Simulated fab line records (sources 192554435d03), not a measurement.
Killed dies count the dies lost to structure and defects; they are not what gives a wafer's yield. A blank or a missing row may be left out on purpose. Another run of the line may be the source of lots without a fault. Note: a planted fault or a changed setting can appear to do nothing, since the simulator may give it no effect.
Split-lot study / flow n5-finfet / route with 1938 steps; 7 lots, 21 wafers read

== SPLIT DETAILS ==
At N5_HKMG_FIN_ETCH_54 (etches SiARC in CF4, target depth 45.5 nm, time 75.8 s), the setting source-w was moved away from the recipe's 545 W on 6 of the 21 wafers read, by -17.2% to +12.5%. All remaining wafers had this setting at the recipe value.

The split's own step is where the reading is taken.

== THE READING ==
rf-vpp-V, in V, at N5_HKMG_FIN_ETCH_54 (etches SiARC in CF4, target depth 45.5 nm, time 75.8 s). Typical for fault-free wafers on this fab line: 184.2 V, with standard deviation 1.2 V.

wafer=L074.2; tool, chamber at the split=rie-diel-01, 0; source-w as run, W=545; against the recipe=recipe; rf-vpp-V, V=185.5; against lot-mates on the recipe=-
wafer=L074.4; tool, chamber at the split=rie-diel-01, 3; source-w as run, W=545; against the recipe=recipe; rf-vpp-V, V=184.9; against lot-mates on the recipe=-
wafer=L074.6; tool, chamber at the split=rie-diel-01, 1; source-w as run, W=545; against the recipe=recipe; rf-vpp-V, V=183.2; against lot-mates on the recipe=-
wafer=L075.1; tool, chamber at the split=rie-diel-02, 3; source-w as run, W=545; against the recipe=recipe; rf-vpp-V, V=185.0; against lot-mates on the recipe=-
wafer=L075.3; tool, chamber at the split=rie-diel-02, 1; source-w as run, W=545; against the recipe=recipe; rf-vpp-V, V=183.5; against lot-mates on the recipe=-
wafer=L075.6; tool, chamber at the split=rie-diel-02, 3; source-w as run, W=451.2; against the recipe=-17.2%; rf-vpp-V, V=196.5; against lot-mates on the recipe=+12.2
wafer=L077.3; tool, chamber at the split=rie-diel-01, 3; source-w as run, W=609.8; against the recipe=+11.9%; rf-vpp-V, V=178.6; against lot-mates on the recipe=-7.6
wafer=L077.4; tool, chamber at the split=rie-diel-01, 2; source-w as run, W=545; against the recipe=recipe; rf-vpp-V, V=186.2; against lot-mates on the recipe=-
wafer=L077.6; tool, chamber at the split=rie-diel-01, 2; source-w as run, W=609.8; against the recipe=+11.9%; rf-vpp-V, V=178.1; against lot-mates on the recipe=-8.1
wafer=L082.1; tool, chamber at the split=rie-diel-04, 1; source-w as run, W=598.6; against the recipe=+9.8%; rf-vpp-V, V=180.4; against lot-mates on the recipe=-2.9
wafer=L082.2; tool, chamber at the split=rie-diel-04, 2; source-w as run, W=545; against the recipe=recipe; rf-vpp-V, V=183.2; against lot-mates on the recipe=-
wafer=L082.3; tool, chamber at the split=rie-diel-04, 3; source-w as run, W=545; against the recipe=recipe; rf-vpp-V, V=183.4; against lot-mates on the recipe=-
wafer=L086.2; tool, chamber at the split=rie-diel-04, 3; source-w as run, W=545; against the recipe=recipe; rf-vpp-V, V=183.4; against lot-mates on the recipe=-
wafer=L086.5; tool, chamber at the split=rie-diel-04, 2; source-w as run, W=545; against the recipe=recipe; rf-vpp-V, V=184.2; against lot-mates on the recipe=-
wafer=L086.6; tool, chamber at the split=rie-diel-04, 1; source-w as run, W=477.5; against the recipe=-12.4%; rf-vpp-V, V=193.9; against lot-mates on the recipe=+10.1
wafer=L090.1; tool, chamber at the split=rie-diel-04, 1; source-w as run, W=545; against the recipe=recipe; rf-vpp-V, V=183.7; against lot-mates on the recipe=-
wafer=L090.3; tool, chamber at the split=rie-diel-04, 3; source-w as run, W=545; against the recipe=recipe; rf-vpp-V, V=183.9; against lot-mates on the recipe=-
wafer=L090.5; tool, chamber at the split=rie-diel-04, 3; source-w as run, W=613; against the recipe=+12.5%; rf-vpp-V, V=176.0; against lot-mates on the recipe=-7.8
wafer=L092.1; tool, chamber at the split=rie-diel-02, 3; source-w as run, W=545; against the recipe=recipe; rf-vpp-V, V=185.4; against lot-mates on the recipe=-
wafer=L092.4; tool, chamber at the split=rie-diel-02, 1; source-w as run, W=545; against the recipe=recipe; rf-vpp-V, V=182.8; against lot-mates on the recipe=-
wafer=L092.5; tool, chamber at the split=rie-diel-02, 0; source-w as run, W=545; against the recipe=recipe; rf-vpp-V, V=183.3; against lot-mates on the recipe=-

THE FIT
A straight line over all 21 wafers: rf-vpp-V changes by -0.626 V for each +1% of source-w; r = -0.96; the points scatter about the line by 1.2 V.
The same after taking each lot's own level away (the mean of its wafers on the recipe; 21 wafers): -0.664 V for each +1%; r = -0.97; scatter 1.1 V.
According to that fit, moving source-w by its largest amount changes the reading by 11 V.
The lots' own levels span 183.30 to 186.20 V, that is 2.4 times the standard deviation above.
Hence the lot-to-lot level has little effect on the slope; both slopes agree.
Check: with one of the wafers moved furthest among these (-17.2%) left out of the fit, the line predicts +11.5 V for it against its lot-mates. It came out at +12.2 V against them.
Tool readings at the split's step, against how far the setting was moved: etch-rf-on-time-s r = -0.95; rf-vpp-V r = -0.96.

== THE WHOLE CHAIN: every reading that the file lists as answering this split, in the file's order ==
step=N5_HKMG_FIN_ETCH_54; what it does=etches SiARC in CF4, target depth 45.5 nm, time 75.8 s; reading=etch-rf-on-time-s; change (the file's fit)=withheld for each +1% of the setting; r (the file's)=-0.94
step=N5_HKMG_FIN_ETCH_54; what it does=etches SiARC in CF4, target depth 45.5 nm, time 75.8 s; reading=rf-vpp-V; change (the file's fit)=-0.659 V for each +1% of the setting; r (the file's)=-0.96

== THE FILE'S OWN FIT ==
rf-vpp-V changes by -0.659 V for each +1% of source-w, r = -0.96.
